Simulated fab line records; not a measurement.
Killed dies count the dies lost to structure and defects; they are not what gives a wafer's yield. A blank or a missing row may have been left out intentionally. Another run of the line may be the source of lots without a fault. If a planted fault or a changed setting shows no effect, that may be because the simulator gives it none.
3 desks, one fault :: flow n5 finfet :: each desk holds nothing but its own numbers, with what lay behind them at the end

## AT THE TOOL OWNER'S DESK: litho track-02
The tool's own readings at N5_BEOL_M12_COAT_22 (resist thk 300 nm): means of the sampled wafers that have a number, for each lot that ran on this tool. The brackets show how far a lot's mean lies from the usual mean; more than 4 standard deviations puts the lot out of limits, marked OUT.
Columns: A = spin speed rpm at N5_BEOL_M12_COAT_22, usual 2888.0 rpm
lot: L499
first seen here: day 11 18:11
A: 2890.1

lot: L503
first seen here: day 12 01:10
A: 2887.2

lot: L507
first seen here: day 13 11:20
A: 2780.5 (-57) OUT

lot: L510
first seen here: day 14 05:17
A: 2777.1 (-58) OUT
This desk's finding: out of limits on L507, L510; first on L507, day 13 11:20 (spin speed rpm at N5_BEOL_M12_COAT_22). Within limits: L499, L503.

## THE DEFECT DESK
Counts from the inspections along the route, per lot, as means over the sampled wafers that have a number. The brackets show how far a lot's mean lies from the usual mean; more than 4 standard deviations puts the lot out of limits, marked OUT.
Columns: A = raw defect count at N5_BEOL_M12_INSPECT_30, usual 2.0
lot: L498
first seen here: day 11 12:34
A: 1.0

lot: L499
first seen here: day 11 18:31
A: 2.0

lot: L503
first seen here: day 12 01:30
A: 1.5

lot: L501
first seen here: day 12 03:53
A: 2.5

lot: L502
first seen here: day 12 07:47
A: 3.0

lot: L507
first seen here: day 13 11:41
A: 3.3

lot: L512
first seen here: day 14 04:38
A: 2.3

lot: L510
first seen here: day 14 05:45
A: 2.0

lot: L513
first seen here: day 15 01:22
A: 2.7

lot: L514
first seen here: day 15 01:53
A: 3.0

lot: L515
first seen here: day 15 15:55
A: 2.0

lot: L518
first seen here: day 16 01:33
A: 2.3

lot: L519
first seen here: day 16 22:10
A: 2.7

lot: L521
first seen here: day 17 05:35
A: 1.7
Result from this desk: across the 14 lots, nothing is out of limits.

## FROM THE METROLOGY DESK
Lot by lot, what the gauges showed, no matter which tool ran the lot: averages of those sampled wafers that carry a number. The brackets show how far a lot's mean lies from the usual mean; more than 4 standard deviations puts the lot out of limits, marked OUT.
Columns: A = V11_OVL at N5_BEOL_M12_OVL_MEAS_11, usual 1 nm; B = cd nm at N5_BEOL_M12_CD_MEAS_17, usual 140.0 nm
lot: L498
first seen here: day 11 11:31
A: 2
B: 139.8

lot: L499
first seen here: day 11 17:29
A: 6
B: 143.8

lot: L503
first seen here: day 12 00:32
A: 12
B: 143.1

lot: L501
first seen here: day 12 02:55
A: 3
B: 137.4

lot: L502
first seen here: day 12 06:50
A: 6
B: 133.7

lot: L507
first seen here: day 13 10:31
A: -0
B: 138.9

lot: L512
first seen here: day 14 03:43
A: -2
B: 140.8

lot: L510
first seen here: day 14 04:41
A: -5
B: 141.5

lot: L513
first seen here: day 15 00:18
A: 3
B: 141.3

lot: L514
first seen here: day 15 00:46
A: -2
B: 143.8

lot: L515
first seen here: day 15 14:42
A: -6
B: 138.4

lot: L518
first seen here: day 16 00:30
A: 0
B: 139.1

lot: L519
first seen here: day 16 21:06
A: -3
B: 139.3

lot: L521
first seen here: day 17 04:39
A: 0
B: 140.3
Result from this desk: across the 14 lots, nothing is out of limits.

## ALL TOGETHER
On L507, L510, at day 13 11:20, an alarm was possible from the tool owner's desk.
Nothing the defect desk looked at was out of limits.
Nothing out of limits was seen by the metrology desk.
The defect desk has L507, L510 on record, within its limits.
The metrology desk has L507, L510 on record, within its limits.
All the named lots went through N5_BEOL_M12_COAT_22 on litho track-02.

## WHAT THE SIMULATOR HAD INSERTED
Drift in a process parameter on litho track-02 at N5_BEOL_M12_COAT_22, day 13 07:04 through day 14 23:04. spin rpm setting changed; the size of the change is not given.
Lots struck among those shown: L507, L510.
Delay in hours, fault start to first out-of-limits reading, by desk: the tool owner's desk at 4.
